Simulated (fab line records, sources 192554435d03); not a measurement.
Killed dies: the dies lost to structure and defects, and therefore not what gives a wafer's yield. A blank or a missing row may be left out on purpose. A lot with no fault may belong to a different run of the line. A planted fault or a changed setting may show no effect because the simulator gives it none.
Problem report, 8D (eight disciplines) form, completed by code / flow n5Finfet / the parts of the form that need people (team, actions taken, sign-off) are left out

== 1. THE ISSUE ==
Mean of beamEnergyKeV at N5_WELL_APT_IMPLANT_32: 76.914 across 6 wafers in 2 lots; on wafers with no fault it is 49.999 (standard deviation 0.015). That is +99 or more standard deviations from the usual mean.
Earliest sighting: wafer L997.1 on implanter-02 at day 5 09:33. Wafers with a number at this step in the record: 38, from 13 lots. Rule for "out", or "out of limits": more than 4 standard deviations from the usual mean. Any other wafer with a number is counted as sound.

== 2. WHAT IT IS AND WHAT IT IS NOT ==
question=which readings at this step | is=beamEnergyKeV | is not=-
question=which lots | is=L997, L999 | is not=L982, L986, L987, L988, L989, L991, L992, L993, L994, L995, L998
question=which wafers of those lots | is=all that have a number | is not=-
question=read on which tools | is=implanter-02 | is not=implanter-01
question=when | is=from day 5 09:33 | is not=up to then (29 sound wafers); but 3 sound wafers of L998 came after

== 3. THE SUSPECTS, EACH WITH WHAT RULES IT OUT ==
Counting: a tool at any process step up to the reading remains a suspect when it ran all the lots that are out and ran no sound lot after the first of those.
- rieDiel-06 at N5_WELL_APT_DESCUM_13 (chemistry O2, time 7.9 s): ruled out as a lasting fault. Following L997 (day 5 08:04), the first lot on it that is out, the sound lots L998 were run on it.
- implanter-02 at N5_WELL_APT_IMPLANT_32: kept. It processed each lot that is out, first L997 at day 5 09:33, and no sound lot thereafter; up to then, the last sound lot it processed was L995 at day 4 21:25. Out on those wafers are its own readings of beamEnergyKeV.
After counting, what remains is implanter-02 at N5_WELL_APT_IMPLANT_32.

== 4. THE CAUSE (what the simulator had put in) ==
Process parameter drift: implanter-02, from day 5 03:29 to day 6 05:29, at N5_WELL_APT_IMPLANT_32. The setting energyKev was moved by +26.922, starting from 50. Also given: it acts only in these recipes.
The count eliminated every tool but this one.

== 5. THE EFFECT CHAIN, in route order ==
Rows list readings where the struck wafers' mean (over those with a number) sits beyond 3 standard deviations from the usual. Scope: only readings with a usual standard deviation given in the record; hours: median across lots of the time from each lot's start at the first step in this table that gives one to its start at this step; sigmas: change in usual standard deviations.
hours=0; step=N5_WELL_APT_IMPLANT_32; reading=beamEnergyKeV; usual=49.999; on struck wafers=76.914; change=+26.915; sigmas=+99 or more
Its process steps:
- N5_WELL_APT_IMPLANT_32

== 6. HOW IT WOULD HAVE BEEN CAUGHT EARLIER ==
6 hours passed between the start of the fault at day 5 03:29 and the first reading out of limits in this record, taken at day 5 09:33.
